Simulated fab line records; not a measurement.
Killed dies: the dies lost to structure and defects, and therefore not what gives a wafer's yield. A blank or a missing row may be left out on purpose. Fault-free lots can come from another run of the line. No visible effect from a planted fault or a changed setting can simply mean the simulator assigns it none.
fab line records | flow n5_finfet
[record] lots = 4 | wafers = 12 | last_day = 17
route steps=1938 shown MOL_CONTACT_COAG@587 BEOL_M4@1111 PASSIVATION@1936
lots untouched by any fault: they come from a run of this same line in which no faults occurred
start_h: hours from the record's opening day to when the first of the lot's shown wafers began | wait_h: hours from the lot's prior step to this one | " as in the row above | L1.1+2: a single row standing in for several wafers | - either no value or no given start | * or withheld: withheld | < > ~ a bound
route shown NAME@n: NAME is a module with steps in the file, n the number in the route of the first one | usual: mean and standard deviation over wafers with no fault | same: alike in all rows | chamber/n: place in a boat | sites: the reading at each site | _std_site: the standard deviation of these | _edge_site: inner sites' mean taken away from outer sites' mean | radius_mm: how far each site lies from the wafer's centre | mask NAME#n: copy n | behind: tool/chamber where the wafer was last shaped | hold: why the lot went on hold/how many hours it stayed there/how the hold came to an end | device: transistor that didn't switch, given as n, p or np | end of line: the tests these same wafers got at the end of their route | where a step has no rows: the recipe by itself | killed: count of dies lost to structure and defects at first sort (not the wafer's yield) | map: shows each die of a wafer: x if killed, . if not, _ if none is there
set.NAME: setting as actually run; set.NAME@STEP: the setting as run at that earlier step | model.NAME: the simulator's own value behind a step, which no gauge read
lots at selected steps of the route; one table per step, one row per wafer
services: the hour from which a tool's chamber was out of use, counted from the record's first day as start_h (under 0 if before that day), plus the number of hours and why
[[steps]]
[step N5_MOL_CONTACT_COAG_STRIP_96]
[recipe] chemistry = N2/H2 | power_w = 500 | temp_c = 40 | pressure_mtorr = 50 | rf_frequency_hz = 6e+07 | overash_fraction = 0.3 | bias_power_w = 28 | h2_frac = 0.5 | n2_flow_sccm = 300 | h2_flow_sccm = 300
[step N5_MOL_CONTACT_COAG_ETCH_47]
[recipe] chemistry = CH3F/O2 | target = SiNx | target_depth_a = 270 | mask_material = SiO2 | stop_on = W | over_etch_frac = 0.2 | ion_energy_ev = 120 | endpoint = OES-CN | pressure_mtorr = 30 | source_w = 395 | bias_w = 73 | Ar_flow_sccm = 150 | CH3F_flow_sccm = 30 | O2_flow_sccm = 20 | ends = end_point
[step N5_MOL_CONTACT_COAG_STRIP_119]
[recipe] chemistry = N2/H2 | time_s = 30 | power_w = 1000 | temp_c = 250 | pressure_mtorr = withheld | n2_flow_sccm = 1750 | h2_flow_sccm = 3250
[step N5_MOL_CONTACT_COAG_PRECLEAN_144]
[recipe] chemistry = alkaline_clean | temp_c = 60 | time_s = 60 | do_ppb = 50
[step N5_MOL_CONTACT_COAG_SRD_145]
[recipe] dry = ipa_marangoni | time_s = 30 | temp_c = 23 | rinse_liquid = diw
[step N5_MOL_CONTACT_COAG_COAT_62]
[recipe] resist = SOC | temp_c = 250 | time_s = 60 | spin_rpm = 1500 | resist_thk_nm = 60
[step N5_MOL_CONTACT_COAG_COAT_63]
[recipe] resist = SiARC | temp_c = 220 | time_s = 60 | spin_rpm = 1500 | resist_thk_nm = 10
[step N5_MOL_CONTACT_COAG_COAT_64]
[recipe] resist = underlayer | temp_c = 205 | time_s = 60 | spin_rpm = 1500 | resist_thk_nm = 10
[step N5_MOL_CONTACT_COAG_COAT_34]
[recipe] resist = CAR-EUV | spin_rpm = 1500 | resist_thk_nm = 40
[step N5_MOL_CONTACT_COAG_EBR_36]
[recipe] solvent = PGMEA | ebr_width_mm = 1.5
[step N5_MOL_CONTACT_COAG_SOFTBAKE_35]
[recipe] temp_c = 110 | time_s = 60 | resist = CAR-EUV
[step N5_MOL_CONTACT_COAG_EXPOSE_37]
[recipe] mask_id = VD | na = 0.33 | source_shape = annular | sigma_inner = 0.3 | sigma_outer = 0.7 | polarization = unpolarized | defocus_nm = 0 | dose_mj = 62
[same] na = 0.33
lot.wafer  | tool           | chamber | start_h | wait_h | mask | model.MOL_CONTACT_COAG.overlay_x_nm
L223.1+4+6 | euv_scanner-02 | 0       | 131.83  | -      | VD#0 | 0.2
L229.2+3+5 | euv_scanner-02 | 0       | 167.22  | -      | VD#0 | 11
L233.2+4+5 | euv_scanner-02 | 0       | 189.37  | -      | VD#0 | 10.8
L240.2+3+4 | euv_scanner-01 | 0       | 232.64  | -      | VD#0 | 0.2
[step N5_MOL_CONTACT_COAG_PEB_38]
[recipe] peb_temp_c = 100 | peb_time_s = 60 | resist = CAR-EUV
[step N5_MOL_CONTACT_COAG_DEVELOP_39]
[recipe] develop_time_s = 30 | developer = TMAH | resist = CAR-EUV | rinse_liquid = surfactant_rinse | dry = air_spin | dev_temp_c = 23
[step N5_MOL_CONTACT_COAG_OVL_MEAS_41]
[recipe] points_per_wafer = 522
[usual] VD_OVL = -0.3/0.72
lot.wafer | tool       | chamber | start_h | wait_h | VD_OVL[nm]
L223.1    | overlay-02 | 0       | 132.01  | 0.0    | -0.1
L223.4    | "          | 0       | "       | "      | -0.3
L223.6    | "          | 0       | "       | "      | -0.4
L229.2    | overlay-01 | 0       | 167.39  | 0.0    | 11.0
L229.3    | "          | 0       | "       | "      | 9.0
L229.5    | "          | 0       | "       | "      | 9.7
L233.2    | overlay-02 | 0       | 189.55  | 0.0    | 10.8
L233.4    | "          | 0       | "       | "      | 11.6
L233.5    | "          | 0       | "       | "      | 9.6
L240.2    | overlay-02 | 0       | 232.82  | 0.0    | -0.9
L240.3    | "          | 0       | "       | "      | -1.1
L240.4    | "          | 0       | "       | "      | 0.2
[step N5_MOL_CONTACT_COAG_DESCUM_45]
[recipe] chemistry = O2 | time_s = 7 | source_power_w = 50 | bias_power_w = 20 | pressure_mtorr = 20 | rf_frequency_hz = 2.712e+07 | temp_c = 40 | resist = CAR-EUV | o2_flow_sccm = 225
[step N5_MOL_CONTACT_COAG_ETCH_65]
[recipe] chemistry = N2/H2 | target = underlayer | target_depth_a = 130 | mask_material = CAR-EUV | time_s = 10.4 | ion_energy_ev = 200 | pressure_mtorr = 30 | source_w = 840 | bias_w = 150 | n2_flow_sccm = 200 | h2_flow_sccm = 200 | ends = cleared
[step N5_MOL_CONTACT_COAG_ETCH_66]
[recipe] chemistry = CF4 | target = SiARC | target_depth_a = 130 | mask_material = CAR-EUV | time_s = 21.7 | ion_energy_ev = 80 | pressure_mtorr = 40 | source_w = 545 | bias_w = 36 | Ar_flow_sccm = 100 | cf4_flow_sccm = 100 | ends = cleared
[step N5_MOL_CONTACT_COAG_ALD_133]
[recipe] material = SiO2 | target_thk_a = 50 | temp_c = 100 | ald_precursor_family = BDEAS | ald_co_reactant = O2-plasma | pulse_time_s = 1 | co_reactant_pulse_time_s = 1 | purge_time_s = 2 | co_reactant_purge_time_s = 2 | ald_cycles = 35 | pressure_torr = 2
[step N5_MOL_CONTACT_COAG_ETCHBACK_134]
[recipe] chemistry = CHF3 | target = SiO2 | target_depth_a = 100 | time_s = 6.7 | ion_energy_ev = 200 | pressure_mtorr = 30 | source_w = 610 | bias_w = 170 | Ar_flow_sccm = 200 | CHF3_flow_sccm = 50
[step N5_MOL_CONTACT_COAG_ETCH_67]
[recipe] chemistry = N2/H2 | target = SOC | target_depth_a = 600 | overetch_a = 210 | mask_material = SiARC | temp_c = 40 | time_s = 101.2 | ion_energy_ev = 200 | pressure_mtorr = 30 | source_w = 840 | bias_w = 150 | n2_flow_sccm = 200 | h2_flow_sccm = 200
[step N5_MOL_CONTACT_COAG_STRIP_68]
[recipe] chemistry = N2/H2 | temp_c = 40 | n2_flow_sccm = 200 | h2_flow_sccm = 200 | rf_frequency_hz = 6e+07
[step N5_MOL_CONTACT_COAG_STRIP_69]
[recipe] chemistry = N2/H2 | temp_c = 40 | n2_flow_sccm = 200 | h2_flow_sccm = 200 | rf_frequency_hz = 6e+07
[step N5_MOL_CONTACT_COAG_ETCHBACK_136]
[recipe] chemistry = CHF3 | target = SiO2 | target_depth_a = 250 | time_s = 16.7 | ion_energy_ev = 200 | pressure_mtorr = 30 | source_w = 610 | bias_w = 170 | Ar_flow_sccm = 200 | CHF3_flow_sccm = 50
[step N5_MOL_CONTACT_COAG_STRIP_120]
[recipe] chemistry = CHF3 | resist = SiARC | rf_frequency_hz = 6e+07
[step N5_MOL_CONTACT_COAG_VIA_ETCH_117]
[recipe] chemistry = C4F6/O2 | target_depth_a = 400 | overetch_a = 80 | mask_material = SOC | target = SiO2 | bias_w = 455 | pressure_mtorr = 10 | time_s = 26 | source_w = 325 | Ar_flow_sccm = 300 | C4F6_flow_sccm = 10 | O2_flow_sccm = 10 | ion_energy_ev = 575.3 | ends = end_point
[step N5_MOL_CONTACT_COAG_ETCH_124]
[recipe] chemistry = CH3F/O2 | target = SiNx | target_depth_a = 65 | mask_material = SOC | stop_on = SiOC | over_etch_frac = 0.3 | ion_energy_ev = 120 | pressure_mtorr = 30 | source_w = 395 | bias_w = 73 | Ar_flow_sccm = 150 | CH3F_flow_sccm = 30 | O2_flow_sccm = 20 | ends = end_point
[step N5_MOL_CONTACT_COAG_ETCH_48]
[recipe] chemistry = C4F6/O2 | target_depth_a = 150 | overetch_a = 45 | mask_material = SOC | target = SiOC | bias_w = 465 | pressure_mtorr = 10 | time_s = 17 | source_w = 335 | Ar_flow_sccm = 300 | C4F6_flow_sccm = 10 | O2_flow_sccm = 10 | ion_energy_ev = 576
[step N5_MOL_CONTACT_COAG_STRIP_72]
[recipe] chemistry = N2/H2 | power_w = 450 | temp_c = 40 | pressure_mtorr = 20 | rf_frequency_hz = 6e+07 | overash_fraction = 3 | bias_power_w = 7 | h2_frac = 0.5 | n2_flow_sccm = 200 | h2_flow_sccm = 200
[step N5_MOL_CONTACT_COAG_STRIP_49]
[recipe] chemistry = N2/H2 | time_s = 30 | power_w = 1000 | temp_c = 250 | pressure_mtorr = withheld | n2_flow_sccm = 1750 | h2_flow_sccm = 3250
[step N5_MOL_CONTACT_COAG_PRECLEAN_138]
[recipe] chemistry = alkaline_clean | temp_c = 60 | time_s = 60 | do_ppb = 50
[step N5_MOL_CONTACT_COAG_SRD_139]
[recipe] dry = ipa_marangoni | time_s = 30 | temp_c = 23 | rinse_liquid = diw
[step N5_MOL_CONTACT_COAG_PRE_CLEAN_121]
[recipe] gas = H2/He | time_s = * | temp_c = withheld
[step N5_MOL_CONTACT_COAG_CVD_140]
[recipe] material = W | target_thk_a = 665 | mode = selective_fill | temp_c = 300 | time_s = 215
[step N5_MOL_CONTACT_COAG_PRECLEAN_127]
[recipe] chemistry = DIW | time_s = 57.5 | temp_c = 23
[step N5_MOL_CONTACT_COAG_SRD_128]
[recipe] dry_time_s = 32 | dry = n2_spin | spin_rpm = 1500
[step N5_MOL_CONTACT_COAG_CMP_52]
[recipe] stop_on = SiO2 | t_overpolish_s = 1.5 | post_cmp_clean = w_dilute_nh4oh | down_force_psi = 4 | platen_rpm = 50.289 | pad_velocity_m_s = 1.0006 | target_thk_nm = 66.5
[step N5_BEOL_M4_RC_MEAS_101]
[usual] DIBL_N = 36.3/1.7 | DIBL_P = 36.3/2.2 | IOFF_N = 0.16/0.034 | IOFF_P = 0.21/0.038 | ION_N = 673/13 | ION_P = 461/8.3 | SS_N = 71.5/0.55 | SS_P = 73.3/0.67 | VT_N = 250/3.4 | VT_P = -251/3.5
lot.wafer | tool      | chamber | start_h | wait_h | DIBL_N[mV/V] | DIBL_P[mV/V] | IOFF_N[nA/um] | IOFF_P[nA/um] | ION_N[uA/um] | ION_P[uA/um] | SS_N[mV/dec] | SS_P[mV/dec] | VT_N[mV] | VT_P[mV]
L223.1    | prober-01 | 0       | 205.01  | 0.0    | 40.0         | 40.5         | 0.25          | 0.30          | 706          | 481          | 72.2         | 73.9         | 244      | -242
L223.4    | "         | 0       | "       | "      | 37.2         | 36.4         | 0.17          | 0.22          | 658          | 456          | 72.2         | 73.6         | 251      | -249
L223.6    | "         | 0       | "       | "      | 37.2         | 37.0         | 0.18          | 0.22          | 684          | 467          | 71.8         | 73.7         | 250      | -251
L229.2    | prober-02 | 0       | 237.93  | 0.2    | 35.2         | 35.9         | 0.15          | 0.18          | 681          | 463          | 71.6         | 73.9         | 250      | -253
L229.3    | "         | 0       | "       | "      | 34.9         | 34.8         | 0.14          | 0.18          | 661          | 448          | 72.5         | 73.5         | 254      | -252
L229.5    | "         | 0       | "       | "      | 38.1         | 38.8         | 0.20          | 0.23          | 662          | 445          | 72.3         | 74.3         | 249      | -251
L233.2    | prober-01 | 0       | 266.61  | 0.2    | 36.4         | 36.4         | 0.16          | 0.19          | 684          | 465          | 71.6         | 74.1         | 250      | -254
L233.4    | "         | 0       | "       | "      | 35.2         | 35.3         | 0.14          | 0.18          | 669          | 453          | 71.3         | 73.6         | 254      | -256
L233.5    | "         | 0       | "       | "      | 34.2         | 33.2         | 0.12          | 0.15          | 660          | 453          | 70.8         | 73.0         | 254      | -258
L240.2    | prober-02 | 0       | 293.68  | 0.2    | 34.7         | 33.2         | 0.13          | 0.17          | 672          | 465          | 71.0         | 72.7         | 251      | -253
L240.3    | "         | 0       | "       | "      | 34.6         | 33.3         | 0.12          | 0.18          | 659          | 459          | 71.3         | 73.0         | 252      | -252
L240.4    | "         | 0       | "       | "      | 34.2         | 32.1         | 0.12          | 0.17          | 667          | 465          | 70.8         | 72.1         | 254      | -248
[step N5_PASSIVATION_PROBE_49]
[usual] defect_limited_yield = 91.4/1.6 | killed_at_M0_to_M3 = 34/10 | killed_at_M4_up = 12/4.8 | killed_at_contacts = 11/6.2 | killed_at_front_end = 39/13 | killed_at_other = 4/3.1 | killed_dies = 101/19 | killed_on_rim = 13/4.1 | killed_open = 67/14 | killed_short = 32/8.3 | sort_bin_5_function = 5.0/1 | sort_bin_6_memory = 3.2/0.76 | sort_n_pass = 1079/19 | sort_yield_pct = 91.4/1.6
[same] gross_dies = 1180 | killed_at_back_side = 0 | sort_bin_4_leakage[%] = 0 | sort_bin_8_speed[%] = 0
lot.wafer | tool      | chamber | start_h | wait_h | defect_limited_yield[%] | killed_at_M0_to_M3 | killed_at_M4_up | killed_at_contacts | killed_at_front_end | killed_at_other | killed_dies | killed_on_rim | killed_open | killed_short | sort_bin_5_function[%] | sort_bin_6_memory[%] | sort_n_pass | sort_yield_pct[%]
L223.1    | prober-01 | -       | 297.31  | 0.0    | 91.5                    | 43                 | 7               | 13                 | 33                  | 4               | 100         | 16            | 71          | 28           | 4.1                    | 3.9                  | 1080        | 91.5
L223.4    | prober-01 | -       | 297.46  | 0.2    | 89.7                    | 58                 | 14              | 14                 | 36                  | 0               | 122         | 15            | 88          | 33           | 6.9                    | 3.1                  | 1058        | 89.7
L223.6    | prober-01 | -       | 297.56  | 0.3    | 91.2                    | 39                 | 11              | 9                  | 41                  | 4               | 104         | 13            | 68          | 34           | 5.3                    | 3.1                  | 1076        | 91.2
L229.2    | prober-01 | -       | 347.38  | 0.1    | 0                       | 36                 | 12              | 1091               | 38                  | 3               | 1180        | 152           | 54          | 41           | 49.5                   | 3.3                  | 0           | 0
L229.3    | prober-01 | -       | 347.43  | 0.1    | 0                       | 36                 | 20              | 1090               | 32                  | 2               | 1180        | 152           | 62          | 37           | 50.6                   | 2.8                  | 0           | 0
L229.5    | prober-01 | -       | 347.53  | 0.2    | 0                       | 39                 | 2               | 1091               | 43                  | 5               | 1180        | 152           | 56          | 42           | 51.9                   | 2.8                  | 0           | 0
L233.2    | prober-02 | -       | 360.13  | 0.1    | 0                       | 30                 | 4               | 1104               | 42                  | 0               | 1180        | 152           | 51          | 30           | 52.6                   | 1.5                  | 0           | 0
L233.4    | prober-02 | -       | 360.23  | 0.2    | 0                       | 40                 | 14              | 1070               | 54                  | 2               | 1180        | 152           | 77          | 39           | 50.6                   | 3.7                  | 0           | 0
L233.5    | prober-02 | -       | 360.28  | 0.2    | 0                       | 39                 | 16              | 1071               | 53                  | 1               | 1180        | 152           | 86          | 37           | 52.8                   | 4.4                  | 0           | 0
L240.2    | prober-02 | -       | 398.51  | 0.1    | 93.7                    | 38                 | 11              | 4                  | 18                  | 3               | 74          | 8             | 56          | 17           | 3.5                    | 2.5                  | 1106        | 93.7
L240.3    | prober-02 | -       | 398.56  | 0.1    | 92.3                    | 33                 | 16              | 8                  | 31                  | 3               | 91          | 12            | 60          | 29           | 4.6                    | 2.9                  | 1089        | 92.3
L240.4    | prober-02 | -       | 398.61  | 0.2    | 93.2                    | 34                 | 11              | 3                  | 26                  | 6               | 80          | 9             | 57          | 23           | 3.9                    | 2.9                  | 1100        | 93.2
// killed by level:class
L223.1 BEOL_M3:geometric_particle:open=15 FIN_SAQP:geometric_particle:open=11 MOL_CONTACT_COAG:geometric_particle:open=10 BEOL_M0_SAQP:geometric_particle:open=8 FIN_SAQP:geometric_particle:short=7 BEOL_M0_SAQP:geometric_particle:short=7 STARTING-WAFER:geometric_particle:open=6 BEOL_M2:geometric_particle:open=4
L223.4 BEOL_M3:geometric_particle:open=22 FIN_SAQP:geometric_particle:open=12 BEOL_M0_SAQP:geometric_particle:open=11 MOL_CONTACT_COAG:geometric_particle:open=10 BEOL_M2:geometric_particle:open=8 BEOL_M0_SAQP:geometric_particle:short=7 BEOL_M4:geometric_particle:open=6 STI_FIN_REVEAL:geometric_particle:open=6
L223.6 BEOL_M2:geometric_particle:open=9 BEOL_M3:geometric_particle:open=9 STI_FIN_REVEAL:geometric_particle:open=8 BEOL_M0_SAQP:geometric_particle:short=7 STARTING-WAFER:geometric_particle:open=7 FIN_SAQP:geometric_particle:short=6 FIN_SAQP:geometric_particle:open=6 DUMMY_GATE:geometric_particle:open=5
L229.2 MOL_CONTACT_COAG:overlay=1084 BEOL_M0_SAQP:geometric_particle:open=14 BEOL_M0_SAQP:geometric_particle:short=8 STARTING-WAFER:geometric_particle:short=6 BEOL_M4:geometric_particle:open=5 GATE_CUT:geometric_particle:short=5 BEOL_M1:geometric_particle:short=5 FIN_SAQP:geometric_particle:open=4
L229.3 MOL_CONTACT_COAG:overlay=1080 BEOL_M0_SAQP:geometric_particle:open=8 BEOL_M0_SAQP:geometric_particle:short=8 MOL_CONTACT_COAG:geometric_particle:open=7 FIN_SAQP:geometric_particle:open=6 STI_FIN_REVEAL:geometric_particle:open=6 BEOL_M1:geometric_particle:open=6 BEOL_M3:geometric_particle:open=6
L229.5 MOL_CONTACT_COAG:overlay=1078 FIN_SAQP:geometric_particle:short=8 BEOL_M0_SAQP:geometric_particle:open=8 FIN_SAQP:geometric_particle:open=7 MOL_CONTACT_COAG:geometric_particle:open=7 BEOL_M0_SAQP:geometric_particle:short=7 BEOL_M2:geometric_particle:open=7 BEOL_M3:geometric_particle:open=6
L233.2 MOL_CONTACT_COAG:overlay=1099 FIN_SAQP:geometric_particle:open=11 BEOL_M3:geometric_particle:open=9 FIN_SAQP:geometric_particle:short=8 BEOL_M2:geometric_particle:open=7 STI_FIN_REVEAL:geometric_particle:open=5 BEOL_M0_SAQP:geometric_particle:short=5 BEOL_M1:geometric_particle:open=4
L233.4 MOL_CONTACT_COAG:overlay=1062 FIN_SAQP:geometric_particle:open=24 FIN_SAQP:geometric_particle:short=16 BEOL_M0_SAQP:geometric_particle:open=14 BEOL_M0_SAQP:geometric_particle:short=9 MOL_CONTACT_COAG:geometric_particle:open=6 BEOL_M1:geometric_particle:open=5 BEOL_M3:geometric_particle:open=5
L233.5 MOL_CONTACT_COAG:overlay=1057 FIN_SAQP:geometric_particle:open=23 FIN_SAQP:geometric_particle:short=14 MOL_CONTACT_COAG:geometric_particle:open=12 BEOL_M5:geometric_particle:open=9 BEOL_M0_SAQP:geometric_particle:short=8 BEOL_M3:geometric_particle:open=8 STI_FIN_REVEAL:geometric_particle:open=7
L240.2 BEOL_M1:geometric_particle:open=14 BEOL_M2:geometric_particle:open=8 BEOL_M4:geometric_particle:open=8 BEOL_M3:geometric_particle:open=5 MOL_CONTACT_COAG:geometric_particle:open=4 DUMMY_GATE:geometric_particle:open=3 BEOL_M0_SAQP:geometric_particle:short=3 BEOL_M3:geometric_particle:short=3
L240.3 BEOL_M3:geometric_particle:open=10 FIN_SAQP:geometric_particle:short=9 MOL_CONTACT_COAG:geometric_particle:open=7 BEOL_M0_SAQP:geometric_particle:open=5 BEOL_M1:geometric_particle:open=5 FIN_CUT:geometric_particle:open=4 GATE_CUT:geometric_particle:short=4 BEOL_M2:geometric_particle:open=4
L240.4 FIN_SAQP:geometric_particle:open=10 BEOL_M3:geometric_particle:open=7 BEOL_M2:geometric_particle:open=6 BEOL_M2:geometric_particle:short=5 BEOL_M4:geometric_particle:open=5 STI_FIN_REVEAL:geometric_particle:open=4 BEOL_M0:geometric_particle:open=4 BEOL_M1:geometric_particle:open=4
// map L229.2 (x killed, . not)
_________________xxxxxxxxxxxx________________
______________xxxxxxxxxxxxxxxxxx_____________
___________xxxxxxxxxxxxxxxxxxxxxxxx__________
__________xxxxxxxxxxxxxxxxxxxxxxxxxx_________
________xxxxxxxxxxxxxxxxxxxxxxxxxxxxxx_______
_______xxxxxxxxxxxxxxxxxxxxxxxxxxxxxxxx______
______xxxxxxxxxxxxxxxxxxxxxxxxxxxxxxxxxx_____
_____xxxxxxxxxxxxxxxxxxxxxxxxxxxxxxxxxxxx____
____xxxxxxxxxxxxxxxxxxxxxxxxxxxxxxxxxxxxxx___
___xxxxxxxxxxxxxxxxxxxxxxxxxxxxxxxxxxxxxxxx__
___xxxxxxxxxxxxxxxxxxxxxxxxxxxxxxxxxxxxxxxx__
__xxxxxxxxxxxxxxxxxxxxxxxxxxxxxxxxxxxxxxxxxx_
__xxxxxxxxxxxxxxxxxxxxxxxxxxxxxxxxxxxxxxxxxx_
_xxxxxxxxxxxxxxxxxxxxxxxxxxxxxxxxxxxxxxxxxxxx
_xxxxxxxxxxxxxxxxxxxxxxxxxxxxxxxxxxxxxxxxxxxx
_xxxxxxxxxxxxxxxxxxxxxxxxxxxxxxxxxxxxxxxxxxxx
_xxxxxxxxxxxxxxxxxxxxxxxxxxxxxxxxxxxxxxxxxxxx
_xxxxxxxxxxxxxxxxxxxxxxxxxxxxxxxxxxxxxxxxxxxx
_xxxxxxxxxxxxxxxxxxxxxxxxxxxxxxxxxxxxxxxxxxxx
_xxxxxxxxxxxxxxxxxxxxxxxxxxxxxxxxxxxxxxxxxxxx
_xxxxxxxxxxxxxxxxxxxxxxxxxxxxxxxxxxxxxxxxxxxx
__xxxxxxxxxxxxxxxxxxxxxxxxxxxxxxxxxxxxxxxxxx_
__xxxxxxxxxxxxxxxxxxxxxxxxxxxxxxxxxxxxxxxxxx_
___xxxxxxxxxxxxxxxxxxxxxxxxxxxxxxxxxxxxxxxx__
___xxxxxxxxxxxxxxxxxxxxxxxxxxxxxxxxxxxxxxxx__
____xxxxxxxxxxxxxxxxxxxxxxxxxxxxxxxxxxxxxx___
_____xxxxxxxxxxxxxxxxxxxxxxxxxxxxxxxxxxxx____
______xxxxxxxxxxxxxxxxxxxxxxxxxxxxxxxxxx_____
_______xxxxxxxxxxxxxxxxxxxxxxxxxxxxxxxx______
________xxxxxxxxxxxxxxxxxxxxxxxxxxxxxx_______
__________xxxxxxxxxxxxxxxxxxxxxxxxxx_________
___________xxxxxxxxxxxxxxxxxxxxxxxx__________
______________xxxxxxxxxxxxxxxxxx_____________
_________________xxxxxxxxxxxx________________
// map L233.2 (x killed, . not)
_________________xxxxxxxxxxxx________________
______________xxxxxxxxxxxxxxxxxx_____________
___________xxxxxxxxxxxxxxxxxxxxxxxx__________
__________xxxxxxxxxxxxxxxxxxxxxxxxxx_________
________xxxxxxxxxxxxxxxxxxxxxxxxxxxxxx_______
_______xxxxxxxxxxxxxxxxxxxxxxxxxxxxxxxx______
______xxxxxxxxxxxxxxxxxxxxxxxxxxxxxxxxxx_____
_____xxxxxxxxxxxxxxxxxxxxxxxxxxxxxxxxxxxx____
____xxxxxxxxxxxxxxxxxxxxxxxxxxxxxxxxxxxxxx___
___xxxxxxxxxxxxxxxxxxxxxxxxxxxxxxxxxxxxxxxx__
___xxxxxxxxxxxxxxxxxxxxxxxxxxxxxxxxxxxxxxxx__
__xxxxxxxxxxxxxxxxxxxxxxxxxxxxxxxxxxxxxxxxxx_
__xxxxxxxxxxxxxxxxxxxxxxxxxxxxxxxxxxxxxxxxxx_
_xxxxxxxxxxxxxxxxxxxxxxxxxxxxxxxxxxxxxxxxxxxx
_xxxxxxxxxxxxxxxxxxxxxxxxxxxxxxxxxxxxxxxxxxxx
_xxxxxxxxxxxxxxxxxxxxxxxxxxxxxxxxxxxxxxxxxxxx
_xxxxxxxxxxxxxxxxxxxxxxxxxxxxxxxxxxxxxxxxxxxx
_xxxxxxxxxxxxxxxxxxxxxxxxxxxxxxxxxxxxxxxxxxxx
_xxxxxxxxxxxxxxxxxxxxxxxxxxxxxxxxxxxxxxxxxxxx
_xxxxxxxxxxxxxxxxxxxxxxxxxxxxxxxxxxxxxxxxxxxx
_xxxxxxxxxxxxxxxxxxxxxxxxxxxxxxxxxxxxxxxxxxxx
__xxxxxxxxxxxxxxxxxxxxxxxxxxxxxxxxxxxxxxxxxx_
__xxxxxxxxxxxxxxxxxxxxxxxxxxxxxxxxxxxxxxxxxx_
___xxxxxxxxxxxxxxxxxxxxxxxxxxxxxxxxxxxxxxxx__
___xxxxxxxxxxxxxxxxxxxxxxxxxxxxxxxxxxxxxxxx__
____xxxxxxxxxxxxxxxxxxxxxxxxxxxxxxxxxxxxxx___
_____xxxxxxxxxxxxxxxxxxxxxxxxxxxxxxxxxxxx____
______xxxxxxxxxxxxxxxxxxxxxxxxxxxxxxxxxx_____
_______xxxxxxxxxxxxxxxxxxxxxxxxxxxxxxxx______
________xxxxxxxxxxxxxxxxxxxxxxxxxxxxxx_______
__________xxxxxxxxxxxxxxxxxxxxxxxxxx_________
___________xxxxxxxxxxxxxxxxxxxxxxxx__________
______________xxxxxxxxxxxxxxxxxx_____________
_________________xxxxxxxxxxxx________________
[[services]]
tool           | chamber | start_h | hours | kind
euv_scanner-01 | -       | 111.56  | 17.3  | pm
euv_scanner-01 | -       | 139.91  | 0.1   | repair
euv_scanner-02 | -       | 151.29  | 1.0   | pm
euv_scanner-01 | -       | 156.17  | 1.0   | pm
euv_scanner-01 | -       | 163.93  | 4.6   | pm
euv_scanner-01 | 0       | 189.99  | -     | calibration
euv_scanner-01 | -       | 212.32  | 1.0   | pm
[[key]]
[first_sign] step = N5_MOL_CONTACT_COAG_OVL_MEAS_41 | reading = VD_OVL | direction = up | sigmas = 15 | usual = -0.3 | struck = 10.3
[effect] step = N5_PASSIVATION_PROBE_49 | reading = killed_at_contacts | direction = up | sigmas = 99+ | usual = 11 | struck = 1086
[model_effect] step = N5_MOL_CONTACT_COAG_EXPOSE_37 | value = MOL_CONTACT_COAG.overlay_x_nm | without = -0.1 | struck = 10.9
[more_kills_born_at] N5_MOL_CONTACT_COAG_EXPOSE_37@euv_scanner-02 = 6460
met_at N5_MOL_CONTACT_COAG_EXPOSE_37
struck_wafers L229.2,L229.3,L229.5,L233.2,L233.4,L233.5
onset_between 131.83 167.22
[fault] kind = scanner_matching_overlay | tool = euv_scanner-02 | chamber = - | onset_h = 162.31 | steps = N5_MOL_CONTACT_COAG_EXPOSE_37 | offset = 11.011
